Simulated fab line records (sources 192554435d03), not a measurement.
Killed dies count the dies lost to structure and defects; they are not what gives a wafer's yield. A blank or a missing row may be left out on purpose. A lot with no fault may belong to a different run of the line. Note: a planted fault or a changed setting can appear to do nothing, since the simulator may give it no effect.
The tool behind it: which one? | flow n5-finfet | Sampling: 9 lots, 27 wafers, 5 of 1938 route steps

## WHAT THE GAUGES SHOWED, per wafer
N5_BEOL_M4_RC_MEAS_101. Usual: DIBL_N 36.1 mV/V, standard deviation 1.6; DIBL_P 35.8 mV/V, standard deviation 2.1; IOFF_N 0.16 nA/um, standard deviation 0.031; IOFF_P 0.21 nA/um, standard deviation 0.034; ION_N 673 uA/um, standard deviation 12; ION_P 461 uA/um, standard deviation 7.2; SS_N 71.4 mV/dec, standard deviation 0.59; SS_P 73.3 mV/dec, standard deviation 0.63; VT_N 250 mV, standard deviation 3.1; VT_P -250 mV, standard deviation 3.3.
lot  | measured     | on        | DIBL_N (mV/V)  | DIBL_P (mV/V)  | IOFF_N (nA/um) | IOFF_P (nA/um) | ION_N (uA/um) | ION_P (uA/um) | SS_N (mV/dec)  | SS_P (mV/dec)  | VT_N (mV)   | VT_P (mV)      | flag
L819 | day 8 07:31  | prober-01 | 35.3 38.5 36.4 | 35.4 38.8 37.1 | 0.15 0.21 0.16 | 0.19 0.24 0.23 | 674 687 674   | 457 461 465   | 71.6 72.6 71.7 | 73.0 73.6 73.4 | 249 245 250 | -251 -249 -247 |
L821 | day 8 12:54  | prober-02 | 34.4 36.0 36.2 | 35.0 36.9 36.9 | 0.13 0.16 0.16 | 0.17 0.21 0.20 | 658 686 670   | 451 467 457   | 70.6 71.6 71.4 | 73.4 73.6 73.9 | 253 250 250 | -252 -251 -253 |
L822 | day 9 09:04  | prober-02 | 36.3 36.1 38.2 | 36.9 37.0 39.6 | 0.17 0.17 0.23 | 0.21 0.21 0.27 | 683 677 687   | 459 457 465   | 71.6 71.6 72.3 | 73.3 73.4 74.0 | 250 249 243 | -253 -253 -249 |
L825 | day 9 23:06  | prober-01 | 37.1 35.8 37.0 | 35.6 34.7 35.9 | 0.18 0.14 0.17 | 0.23 0.21 0.24 | 691 671 683   | 465 461 471   | 72.0 71.1 72.0 | 73.1 73.3 73.2 | 247 250 247 | -249 -247 -245 |
L832 | day 11 13:50 | prober-02 | 37.1 35.9 36.5 | 36.5 36.2 36.0 | 0.18 0.16 0.17 | 0.21 0.21 0.21 | 686 676 678   | 469 464 460   | 72.0 71.6 71.8 | 73.1 73.7 73.5 | 246 247 248 | -251 -252 -252 |
L834 | day 12 10:47 | prober-01 | 39.4 37.6 39.6 | 40.5 38.6 40.6 | 0.22 0.17 0.23 | 0.24 0.22 0.25 | 695 674 690   | 470 462 462   | 71.8 71.2 71.9 | 73.8 73.7 74.8 | 246 247 245 | -250 -251 -252 |
L836 | day 12 17:00 | prober-01 | 36.2 35.7 38.9 | 36.4 36.7 39.9 | 0.15 0.14 0.20 | 0.20 0.20 0.25 | 669 673 676   | 461 465 463   | 70.9 71.5 72.4 | 73.8 73.3 74.3 | 250 251 246 | -251 -250 -247 |
L837 | day 12 20:27 | prober-01 | 34.9 34.4 35.2 | 34.4 33.1 34.6 | 0.14 0.12 0.13 | 0.20 0.17 0.20 | 658 654 660   | 457 450 454   | 71.2 70.5 71.1 | 72.8 72.2 73.1 | 252 254 251 | -249 -253 -250 |
L841 | day 13 22:20 | prober-02 | 34.9 35.4 36.7 | 36.0 36.3 38.3 | 0.16 0.17 0.21 | 0.20 0.21 0.24 | 682 674 688   | 463 461 463   | 71.6 71.3 72.0 | 73.4 74.2 73.9 | 248 248 242 | -247 -248 -248 |

## TOOL THAT RAN EACH LOT (tool first, then ch and the chambers of the sampled wafers, then the start)
lot  | N5_FIN_SAQP_STRIP_77              | N5_FIN_CUT_ETCH_21                | N5_FIN_CUT_PRECLEAN_35            | N5_FIN_CUT_CUT_ETCH_28
L819 | rie-diel-04 ch 0,2,3, day 2 07:38 | rie-diel-03 ch 1,2,3, day 2 08:43 | vapor-etch-02 ch 0,1, day 2 09:11 | rie-si-06 ch 1,2, day 2 09:19
L821 | rie-diel-02 ch 0,1, day 2 20:03   | rie-diel-06 ch 0,2, day 2 21:08   | vapor-etch-02 ch 0,1, day 2 21:35 | rie-si-06 ch 0,2,3, day 2 21:43
L822 | rie-diel-02 ch 0,3, day 3 02:26   | rie-diel-06 ch 1,2,3, day 3 03:31 | vapor-etch-01 ch 0,1, day 3 04:00 | rie-si-05 ch 1,2,3, day 3 04:07
L825 | rie-diel-04 ch 1,2,3, day 3 20:41 | rie-diel-03 ch 0,1,2, day 3 21:39 | vapor-etch-02 ch 0,1, day 3 22:07 | rie-si-06 ch 0,1,2, day 3 22:14
L832 | rie-diel-01 ch 0,3, day 5 14:54   | rie-diel-03 ch 0,2, day 5 16:06   | vapor-etch-01 ch 0,1, day 5 16:34 | rie-si-06 ch 0,3, day 5 16:42
L834 | rie-diel-04 ch 0,1,3, day 6 02:01 | rie-diel-03 ch 1,2, day 6 03:07   | vapor-etch-02 ch 0,1, day 6 03:34 | rie-si-06 ch 0,3, day 6 03:42
L836 | rie-diel-01 ch 1,2,3, day 6 13:44 | rie-diel-06 ch 1,2,3, day 6 14:52 | vapor-etch-01 ch 0,1, day 6 15:20 | rie-si-03 ch 1,2,3, day 6 15:28
L837 | rie-diel-01 ch 2,3, day 6 22:15   | rie-diel-06 ch 0,1,3, day 6 23:13 | vapor-etch-02 ch 0,1, day 6 23:41 | rie-si-05 ch 0,1, day 6 23:49
L841 | rie-diel-01 ch 0,1, day 7 21:37   | rie-diel-06 ch 1,2, day 7 22:37   | vapor-etch-02 ch 0,1, day 7 23:05 | rie-si-06 ch 1,2, day 7 23:13
- N5_FIN_SAQP_STRIP_77: strips in N2/H2, time 90 s.
- N5_FIN_CUT_ETCH_21: etches SOC in N2/H2, target depth 219 nm, overetch 43.8 nm, time 523.5 s.
- N5_FIN_CUT_PRECLEAN_35: cleans in vHF, time 13.3 s.
- N5_FIN_CUT_CUT_ETCH_28: etches Si in HBr/Cl2/O2, target depth 6 nm, time 2.4 s.

## AS READ BY THE TOOLS THEMSELVES (means over the sampled wafers that have a number; for cases with no such wafer, the mark the record gives instead)
N5_FIN_SAQP_STRIP_77. Usual: drypump-motor-current-A 5.9 A, standard deviation 0.42; oes-product-au 0.78 a.u., standard deviation 0.066; rf-vpp-V 45.4 V, standard deviation 0.78; showerhead-plenum-p-Torr 3.40 Torr, standard deviation 0.073; throttle-valve-pct 12.23 %, standard deviation 0.19.
lot  | tool        | drypump-motor-current-A (A) | oes-product-au (a.u.) | rf-vpp-V (V) | showerhead-plenum-p-Torr (Torr) | throttle-valve-pct (%) | flag
L819 | rie-diel-04 | 5.6                         | 0.77                  | 46.0         | 3.42                            | 12.13                  |
L821 | rie-diel-02 | 6.0                         | 0.77                  | 45.3         | 3.40                            | 12.24                  |
L822 | rie-diel-02 | 5.9                         | 0.72                  | 44.9         | 3.44                            | 12.33                  |
L825 | rie-diel-04 | 5.7                         | 0.81                  | 45.1         | 3.44                            | 12.16                  |
L832 | rie-diel-01 | 6.4                         | 0.74                  | 45.9         | 3.39                            | 12.33                  |
L834 | rie-diel-04 | 5.5                         | 0.75                  | 45.3         | 3.42                            | 12.30                  |
L836 | rie-diel-01 | 6.2                         | 0.79                  | 45.6         | 3.39                            | 12.32                  |
L837 | rie-diel-01 | 6.3                         | 0.74                  | 45.1         | 3.39                            | 12.38                  |
L841 | rie-diel-01 | 6.0                         | 0.79                  | 44.7         | 3.30                            | 12.24                  |

N5_FIN_CUT_ETCH_21. Usual: drypump-motor-current-A 5.8 A, standard deviation 0.47; oes-product-au 0.72 a.u., standard deviation 0.058; rf-vpp-V 240.8 V, standard deviation 1.5; run-length-s 546.9 s, standard deviation 0.43; showerhead-plenum-p-Torr 2.55 Torr, standard deviation 0.1; throttle-valve-pct 17.99 %, standard deviation 0.25.
lot  | tool        | drypump-motor-current-A (A) | oes-product-au (a.u.) | rf-vpp-V (V) | run-length-s (s) | showerhead-plenum-p-Torr (Torr) | throttle-valve-pct (%) | flag
L819 | rie-diel-03 | 6.0                         | 0.70                  | 241.6        | 546.8            | 2.57                            | 17.83                  |
L821 | rie-diel-06 | 5.6                         | 0.68                  | 240.2        | 547.3            | 2.48                            | 18.03                  |
L822 | rie-diel-06 | 5.9                         | 0.75                  | 241.0        | 547.3            | 2.53                            | 18.01                  |
L825 | rie-diel-03 | 6.0                         | 0.72                  | 241.6        | 546.8            | 2.59                            | 17.89                  |
L832 | rie-diel-03 | 6.0                         | 0.72                  | 241.3        | 564.6            | 2.60                            | 17.92                  | OFF
L834 | rie-diel-03 | 6.1                         | 0.67                  | 241.5        | 564.6            | 2.56                            | 17.89                  | OFF
L836 | rie-diel-06 | 5.9                         | 0.73                  | 239.7        | 547.0            | 2.52                            | 18.06                  |
L837 | rie-diel-06 | 6.0                         | 0.72                  | 241.0        | 546.7            | 2.59                            | 18.16                  |
L841 | rie-diel-06 | 6.0                         | 0.69                  | 240.9        | 547.2            | 2.58                            | 18.27                  |

N5_FIN_CUT_PRECLEAN_35. Usual: drypump-motor-current-A at 5.6 A, with a standard deviation of 0.39.
lot  | tool          | drypump-motor-current-A (A) | flag
L819 | vapor-etch-02 | 5.6                         |
L821 | vapor-etch-02 | 5.9                         |
L822 | vapor-etch-01 | 5.5                         |
L825 | vapor-etch-02 | 5.9                         |
L832 | vapor-etch-01 | 5.3                         |
L834 | vapor-etch-02 | 5.6                         |
L836 | vapor-etch-01 | 5.5                         |
L837 | vapor-etch-02 | 5.6                         |
L841 | vapor-etch-02 | 5.9                         |

N5_FIN_CUT_CUT_ETCH_28. Usual: drypump-motor-current-A 5.9 A, standard deviation 0.36; oes-product-au 1.003 a.u., standard deviation 0.012; throttle-valve-pct 37.3 %, standard deviation 0.39.
lot  | tool      | drypump-motor-current-A (A) | oes-product-au (a.u.) | throttle-valve-pct (%) | flag
L819 | rie-si-06 | 6.3                         | 1.000                 | 37.8                   |
L821 | rie-si-06 | 6.1                         | 1.014                 | 37.3                   |
L822 | rie-si-05 | 5.4                         | 0.994                 | 37.0                   |
L825 | rie-si-06 | 6.1                         | 1.003                 | 37.4                   |
L832 | rie-si-06 | 6.0                         | 1.010                 | 37.1                   |
L834 | rie-si-06 | 5.9                         | 1.011                 | 37.1                   |
L836 | rie-si-03 | 5.8                         | 1.003                 | 37.2                   |
L837 | rie-si-05 | 5.6                         | 0.998                 | 37.1                   |
L841 | rie-si-06 | 6.4                         | 1.010                 | 37.8                   |

## THE ANSWER, worked out from the rows above alone
Rule: a lot counts as off when the mean over its wafers that have a number is more than 3 standard deviations away from the usual mean. A lot without any number at a reading at which 4 lots or more have one is off too. The other lots that the step has rows for count as sound. First the gauges in route order, then the tools' own readings, where a lot's mean is used as printed above. The first step at which some lot is off is used, and at that step the reading that is off furthest; a lot without a number counts as furthest.
Off: L832, L834 (N5_FIN_CUT_ETCH_21, run-length-s).
A tool fits if, at that step or a process step before it, it ran every lot that is off, and no sound lot after the first of them. One fits: rie-diel-03 at N5_FIN_CUT_ETCH_21. Its last sound lot is L825 (day 3 21:39), its first lot that is off L832 (day 5 16:06): a fault that began between those two fits.
The tool's own readings at N5_FIN_CUT_ETCH_21 bear it out: on the lots that are off they differ by more than 5 times the standard deviation of the sound lots' means. run-length-s reads 564.6 s there against 547.0 s on the sound lots.

## WHAT THE SIMULATOR PUT IN
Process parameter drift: rie-diel-03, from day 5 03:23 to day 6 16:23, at N5_FIN_CUT_ETCH_21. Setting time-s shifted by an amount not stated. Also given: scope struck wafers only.
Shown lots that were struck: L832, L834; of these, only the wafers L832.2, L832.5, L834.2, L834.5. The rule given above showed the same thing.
